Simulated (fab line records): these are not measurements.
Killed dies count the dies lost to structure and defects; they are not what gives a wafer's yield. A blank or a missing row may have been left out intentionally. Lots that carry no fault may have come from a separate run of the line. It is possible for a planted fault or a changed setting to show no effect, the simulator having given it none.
Matching of chambers + flow n5-finfet + 4 sister chambers for N5_BEOL_M1_ETCHBACK_99 on rie-diel-06
The step etches SiO2 in CHF3, target depth 5 nm, time 10.4 s. 8 wafers are shown with their chamber, then 8 later ones without.

== WAFERS PAIRED WITH THEIR CHAMBERS ==
| wafer  | chamber | showerhead-plenum-p-Torr (Torr) | throttle-valve-pct (%) |
|--------|---------|---------------------------------|------------------------|
| L074.2 | 0       | 2.21                            | 16.98                  |
| L077.3 | 0       | 2.21                            | 17.00                  |
| L077.5 | 2       | 2.23                            | 17.16                  |
| L078.5 | 1       | 2.06                            | 17.24                  |
| L079.2 | 3       | 2.24                            | 16.92                  |
| L079.4 | 1       | 2.06                            | 17.24                  |
| L079.5 | 3       | 2.24                            | 16.92                  |
| L086.1 | 2       | 2.22                            | 17.20                  |

== WAFERS WITH NO CHAMBER GIVEN ==
| wafer  | showerhead-plenum-p-Torr (Torr) | throttle-valve-pct (%) |
|--------|---------------------------------|------------------------|
| L086.3 | 2.06                            | 17.24                  |
| L086.5 | 2.21                            | 17.03                  |
| L085.3 | 2.06                            | 17.25                  |
| L085.4 | 2.24                            | 16.95                  |
| L085.6 | 2.23                            | 17.19                  |
| L088.1 | 2.24                            | 16.95                  |
| L088.2 | 2.06                            | 17.27                  |
| L088.4 | 2.22                            | 17.22                  |

== EACH ONE'S CHAMBER ==
| wafer  | from the rows above | in truth |
|--------|---------------------|----------|
| L086.3 | 1                   | 1        |
| L086.5 | 0                   | 0        |
| L085.3 | 1                   | 1        |
| L085.4 | 3                   | 3        |
| L085.6 | 2                   | 2        |
| L088.1 | 3                   | 3        |
| L088.2 | 1                   | 1        |
| L088.4 | 2                   | 2        |
Placed correctly: 8 of 8. Not placeable from these rows: 0. Number placed wrongly: 0.
How it was worked out, from the rows above alone: a wafer's distance from a chamber is the root of the sum, over the readings, of the square of ((its reading less the chamber's mean) divided by the reading's scatter). The wafer belongs to the nearest chamber; if the next one is less than 2 further off, it can't be placed. The mean given for a chamber averages the wafers shown for that chamber. The scatter is the square root of a quotient: the sum, over the shown wafers, of each reading's squared deviation from its chamber's mean, divided by wafers minus chambers.
